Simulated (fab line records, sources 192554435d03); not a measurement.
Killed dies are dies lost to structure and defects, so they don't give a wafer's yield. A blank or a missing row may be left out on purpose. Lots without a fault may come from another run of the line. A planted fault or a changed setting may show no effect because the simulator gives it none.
fab line records | flow n5_finfet
record lots=6 wafers=18 last_day=18
route steps=1938 shown BEOL_M11@1540
lots that met no fault: from a run of the same line without faults
start_h: hours from the record's first day to the start of the lot's first wafer shown | wait_h: hours since the lot's step before | " the same as in the row above | L1.1+2: a row that stands for several wafers | - no value, or no start given | * or withheld: withheld | < > ~ a bound
route shown NAME@n: a module of which the file shows steps, and the number in the route of the first | usual: mean/standard deviation of fault-free wafers | same: alike in all rows | chamber/n: place in a boat | sites: the reading at each site | _std_site: their standard deviation | _edge_site: outer sites' mean less inner sites' | radius_mm: how far each site lies from the wafer's centre | mask NAME#n: copy n | behind: the tool/chamber that last shaped the wafer | hold: why the lot was held/for how many hours/how that ended | device: the transistor (n, p or np) that didn't switch | end of line: the same wafers' tests at the end of the route | a step without rows: its recipe alone | killed: dies lost to structure and defects at the first sort, not the wafer's yield | map: a wafer's dies, x killed, . not, _ none there
set.NAME: the setting as run; set.NAME@STEP: as run at that earlier step | model.NAME: the simulator's own value behind a step, which no gauge read
lots at some steps of the route; a table a step, a row a wafer
services: from which hour (start_h, from the record's first day; less than 0 if before it) a tool's chamber was out of use, for how many hours, and why
## steps
# step N5_BEOL_M11_HM_DEP_02
# recipe material=TiN target_thk_a=200 temp_c=25 chamber_pressure_pa=0.49996
# usual throttle_valve_pct=30.3/1.3
# columns lot.wafer tool chamber start_h wait_h throttle_valve_pct
L493.1 pvd_sputter-02 - 218.00 1.1 29.7
L493.5 " - " " 31.1
L493.6 " - " " 27.9
L504.1 pvd_sputter-02 - 297.65 1.5 29.8
L504.4 " - " " 31.0
L504.5 " - " " 30.0
L505.1 pvd_sputter-01 - 301.03 1.3 29.8
L505.5 " - " " 29.7
L505.6 " - " " 31.0
L509.2 pvd_sputter-02 - 314.68 0.6 31.4
L509.4 " - " " 31.1
L509.6 " - " " 31.4
L514.2 pvd_sputter-02 - 362.00 0.8 31.1
L514.5 " - " " 27.9
L514.6 " - " " 31.2
L516.2 pvd_sputter-01 - 367.32 0.7 29.9
L516.3 " - " " 31.0
L516.6 " - " " 31.2
# step N5_BEOL_M11_COAT_59
# recipe resist=SOC temp_c=250 time_s=60 spin_rpm=1500 resist_thk_nm=100
# step N5_BEOL_M11_COAT_60
# recipe resist=SiARC temp_c=220 time_s=60 spin_rpm=1500 resist_thk_nm=30
# step N5_BEOL_M11_COAT_05
# recipe resist=CAR-ArF spin_rpm=1500 resist_thk_nm=90
# step N5_BEOL_M11_EBR_07
# recipe solvent=PGMEA ebr_width_mm=1.5
# step N5_BEOL_M11_SOFTBAKE_06
# recipe temp_c=110 time_s=60 resist=CAR-ArF
# step N5_BEOL_M11_EXPOSE_08
# recipe mask_id=M11 na=1.35 source_shape=dipole sigma_inner=0.411 sigma_outer=0.611 polarization=te dose_mj=53.75
# step N5_BEOL_M11_PEB_09
# recipe peb_temp_c=withheld peb_time_s=60 resist=CAR-ArF
# step N5_BEOL_M11_DEVELOP_10
# recipe develop_time_s=30 developer=TMAH resist=CAR-ArF rinse_liquid=diw dry=air_spin dev_temp_c=23
# step N5_BEOL_M11_CD_MEAS_11
# recipe target_cd_nm=64.1 landing_energy_ev=500 detector=se_inlens polarity=opening
# usual cd_nm=64.2/0.6
# columns lot.wafer tool chamber start_h wait_h cd_nm
L493.1 cd_sem-02 0 218.49 - 63.5
L493.5 " 0 " " 64.6
L493.6 " 0 " " 65.3
L504.1 cd_sem-03 0 298.14 - 64.3
L504.4 " 0 " " 64.7
L504.5 " 0 " " 64.2
L505.1 cd_sem-01 0 301.53 - 63.3
L505.5 " 0 " " 63.5
L505.6 " 0 " " 64.5
L509.2 cd_sem-01 0 315.18 - 64.1
L509.4 " 0 " " 64.7
L509.6 " 0 " " 63.6
L514.2 cd_sem-03 0 362.56 - 64.3
L514.5 " 0 " " 64.7
L514.6 " 0 " " 64.2
L516.2 cd_sem-03 0 367.81 - 63.5
L516.3 " 0 " " 64.9
L516.6 " 0 " " 64.4
# step N5_BEOL_M11_OVL_MEAS_12
# recipe points_per_wafer=44
# usual M11_OVL=-0.2/0.81
# columns lot.wafer tool chamber start_h wait_h M11_OVL[nm]
L493.1 overlay-02 0 218.53 0.0 -1.8
L493.5 " 0 " " -0.4
L493.6 " 0 " " -0.6
L504.1 overlay-02 0 298.17 0.0 -0.7
L504.4 " 0 " " 0.4
L504.5 " 0 " " 0.9
L505.1 overlay-01 0 301.56 0.0 0.5
L505.5 " 0 " " 1.2
L505.6 " 0 " " 0.1
L509.2 overlay-02 0 315.21 0.0 -1.3
L509.4 " 0 " " -2.4
L509.6 " 0 " " -1.7
L514.2 overlay-02 0 362.59 0.0 -0.6
L514.5 " 0 " " -0.3
L514.6 " 0 " " -1.0
L516.2 overlay-02 0 367.84 0.0 0.4
L516.3 " 0 " " 1.3
L516.6 " 0 " " 0.5
# step N5_BEOL_M11_INSPECT_13
# recipe mode=adi inspect_instrument=brightfield
# usual raw_defect_count=404/100
# columns lot.wafer tool chamber start_h wait_h raw_defect_count
L493.1 defect_inspect-01 - 218.55 0.0 342
L493.5 " - " " 357
L493.6 " - " " 250
L504.1 defect_inspect-01 - 298.20 0.0 305
L504.4 " - " " 330
L504.5 " - " " 401
L505.1 defect_inspect-01 - 301.58 0.0 270
L505.5 " - " " 355
L505.6 " - " " 366
L509.2 defect_inspect-02 - 315.23 0.0 572
L509.4 " - " " 561
L509.6 " - " " 546
L514.2 defect_inspect-01 - 362.62 0.0 343
L514.5 " - " " 281
L514.6 " - " " 435
L516.2 defect_inspect-01 - 367.87 0.0 565
L516.3 " - " " 481
L516.6 " - " " 453
# step N5_BEOL_M11_DESCUM_16
# recipe chemistry=O2 time_s=7.9 source_power_w=50 bias_power_w=20 pressure_mtorr=20 rf_frequency_hz=2.712e+07 temp_c=40 resist=CAR-ArF o2_flow_sccm=225
# usual drypump_motor_current_A=5.7/0.55 oes_product_au=0.79/0.091 rf_vpp_V=243.9/1.5 showerhead_plenum_p_Torr=2.14/0.078 throttle_valve_pct=20.41/0.27
# columns lot.wafer tool chamber start_h wait_h drypump_motor_current_A oes_product_au rf_hours_counter_h rf_vpp_V showerhead_plenum_p_Torr throttle_valve_pct
L493.1 rie_diel-06 0 218.65 0.1 5.1 0.73 167 242.6 1.98 20.38
L493.5 " 0 " " 5.1 0.72 - 242.1 1.98 20.39
L493.6 " 1 " " 6.6 0.85 - 245.2 2.20 20.01
L504.1 rie_diel-06 3 298.23 0.0 6.5 0.70 191 243.3 2.16 20.32
L504.4 " 0 " " 5.2 0.71 - 242.0 1.98 20.42
L504.5 " 1 " " 6.6 0.82 - 246.3 2.19 20.04
L505.1 rie_diel-06 0 301.61 0.0 5.1 0.71 191 241.7 1.98 20.43
L505.5 " 3 " " 6.5 0.71 - 244.7 2.16 20.31
L505.6 " 0 " " 5.1 0.71 - 240.4 1.98 20.42
L509.2 rie_diel-05 1 315.27 0.0 5.7 0.81 88 243.0 2.12 20.54
L509.4 " 2 " " 5.0 0.69 - 244.3 2.13 20.82
L509.6 " 1 " " 5.7 0.82 - 242.9 2.12 20.55
L514.2 rie_diel-06 1 362.65 0.0 6.6 0.80 90 245.0 2.19 20.06
L514.5 " 0 " " 5.1 0.71 - 241.3 1.97 20.45
L514.6 " 3 " " 6.5 0.70 - 243.9 2.16 20.34
L516.2 rie_diel-02 0 367.90 0.0 5.2 0.70 210 242.6 2.16 20.94
L516.3 " 3 " " 5.5 0.71 204 243.1 2.15 20.62
L516.6 " 2 " " 5.0 0.88 - 244.5 2.20 20.02
# step N5_BEOL_M11_ETCH_61
# recipe chemistry=CF4 target=SiARC target_depth_a=390 mask_material=CAR-ArF time_s=65 ion_energy_ev=80 pressure_mtorr=40 source_w=545 bias_w=36 Ar_flow_sccm=100 cf4_flow_sccm=100 ends=cleared
# usual drypump_motor_current_A=5.7/0.55 etch_rf_on_time_s=65.1/1.6 oes_product_au=0.67/0.078 rf_vpp_V=184.6/1.1 showerhead_plenum_p_Torr=2.19/0.075 throttle_valve_pct=15.63/0.23
# columns lot.wafer tool chamber start_h wait_h drypump_motor_current_A etch_rf_on_time_s oes_product_au rf_hours_counter_h rf_vpp_V showerhead_plenum_p_Torr throttle_valve_pct model.CAR-ArF_of_BEOL_M11_COAT_05.thk_nm
L493.1 rie_diel-06 0 218.69 0.0 5.2 64.8 0.62 167 183.1 2.04 15.66 55.6
L493.5 " 0 " " 5.1 64.2 0.63 - 181.6 2.04 15.65 55.4
L493.6 " 1 " " 6.6 65.0 0.73 - 185.7 2.26 15.28 55.4
L504.1 rie_diel-06 3 298.27 0.0 6.5 67.2 0.60 191 185.1 2.21 15.54 55.8
L504.4 " 0 " " 5.1 64.3 0.61 - 184.0 2.03 15.71 55.6
L504.5 " 1 " " 6.6 65.5 0.70 - 183.0 2.25 15.31 56
L505.1 rie_diel-06 0 301.65 0.0 5.2 65.4 0.60 191 184.3 2.03 15.72 55.4
L505.5 " 3 " " 6.4 68.1 0.60 - 186.0 2.21 15.56 56
L505.6 " 0 " " 5.2 65.0 0.61 - 182.3 2.03 15.70 55.8
L509.2 rie_diel-05 1 315.30 0.0 5.7 65.7 0.68 88 184.5 2.16 15.61 56.2
L509.4 " 2 " " 5.0 65.3 0.59 - 184.0 2.19 16.07 55.6
L509.6 " 1 " " 5.7 65.7 0.69 - 184.2 2.16 15.62 55.8
L514.2 rie_diel-06 1 362.69 0.0 6.6 66.1 0.68 90 185.6 2.24 15.37 55.8
L514.5 " 0 " " 5.1 65.0 0.60 - 183.2 2.03 15.73 55.4
L514.6 " 3 " " 6.5 67.4 0.59 - 185.5 2.20 15.57 55.8
L516.2 rie_diel-02 0 367.94 0.0 5.2 65.9 0.59 210 184.2 2.20 16.10 55.6
L516.3 " 3 " " 5.5 65.2 0.60 204 185.0 2.21 15.93 55.8
L516.6 " 2 " " 5.0 65.5 0.73 - 184.4 2.27 15.37 56
# step N5_BEOL_M11_ETCH_62
# recipe chemistry=N2/H2 target=SOC target_depth_a=1100 overetch_a=220 mask_material=SiARC temp_c=40 time_s=165 ion_energy_ev=200 pressure_mtorr=30 source_w=840 bias_w=150 n2_flow_sccm=200 h2_flow_sccm=200
# usual drypump_motor_current_A=5.7/0.56 oes_product_au=0.67/0.07 rf_vpp_V=525.6/2.5 showerhead_plenum_p_Torr=2.61/0.097 throttle_valve_pct=17.86/0.27
# columns lot.wafer tool chamber start_h wait_h drypump_motor_current_A oes_product_au rf_hours_counter_h rf_vpp_V showerhead_plenum_p_Torr throttle_valve_pct
L493.1 rie_diel-06 0 218.74 0.0 5.1 0.62 167 521.3 2.42 17.76
L493.5 " 0 " " 5.1 0.62 - 521.2 2.42 17.77
L493.6 " 1 " " 6.6 0.72 - 529.1 2.70 17.52
L504.1 rie_diel-06 3 298.32 0.0 6.5 0.62 191 526.6 2.63 17.79
L504.4 " 0 " " 5.1 0.60 - 520.9 2.41 17.78
L504.5 " 1 " " 6.6 0.70 - 527.5 2.69 17.58
L505.1 rie_diel-06 0 301.70 0.0 5.2 0.61 191 521.3 2.41 17.79
L505.5 " 3 " " 6.5 0.61 - 526.7 2.63 17.80
L505.6 " 0 " " 5.1 0.60 - 521.9 2.41 17.79
L509.2 rie_diel-05 1 315.35 0.0 5.7 0.68 88 524.4 2.56 17.93
L509.4 " 2 " " 5.0 0.59 - 526.3 2.63 18.57
L509.6 " 1 " " 5.7 0.69 - 524.9 2.56 17.94
L514.2 rie_diel-06 1 362.74 0.0 6.6 0.68 90 528.9 2.68 17.59
L514.5 " 0 " " 5.1 0.59 - 521.2 2.40 17.81
L514.6 " 3 " " 6.5 0.60 - 526.7 2.62 17.84
L516.2 rie_diel-02 0 367.99 0.0 5.2 0.59 210 526.2 2.61 18.13
L516.3 " 3 " " 5.5 0.60 204 526.9 2.63 18.10
L516.6 " 2 " " 5.0 0.73 - 528.6 2.69 17.41
## services
# columns tool chamber start_h hours kind
rie_diel-06 2 207.73 - clean
rie_diel-06 2 207.73 - consumable_replace:focus_ring
rie_diel-06 2 207.73 13.7 scheduled_down
rie_diel-06 2 207.73 13.7 vent_cycle
rie_diel-02 2 209.65 5.9 repair
rie_diel-06 - 213.63 0.3 repair
rie_diel-06 2 290.72 8.7 repair
rie_diel-05 0 302.92 10.6 repair
rie_diel-06 1 313.56 3.6 repair
rie_diel-06 - 324.61 2.8 pm
rie_diel-02 2 330.09 1.6 repair
rie_diel-06 0 339.69 7.4 repair
rie_diel-05 2 353.39 15.3 repair
## key
first_sign none at tools or gauges
model_effect step=N5_BEOL_M11_ETCH_61 value=CAR-ArF_of_BEOL_M11_COAT_05.thk_nm without=55.6 struck=56
met_at N5_BEOL_M11_DESCUM_16
struck_wafers L504.5,L505.5
onset_between 218.65 298.23
fault kind=process_parameter_drift tool=rie_diel-06 chamber=- onset_h=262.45 steps=N5_BEOL_M11_DESCUM_16 channel=time_s offset=* shape=step end_h=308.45 scope=struck_wafers_only acts_in=* stated=*
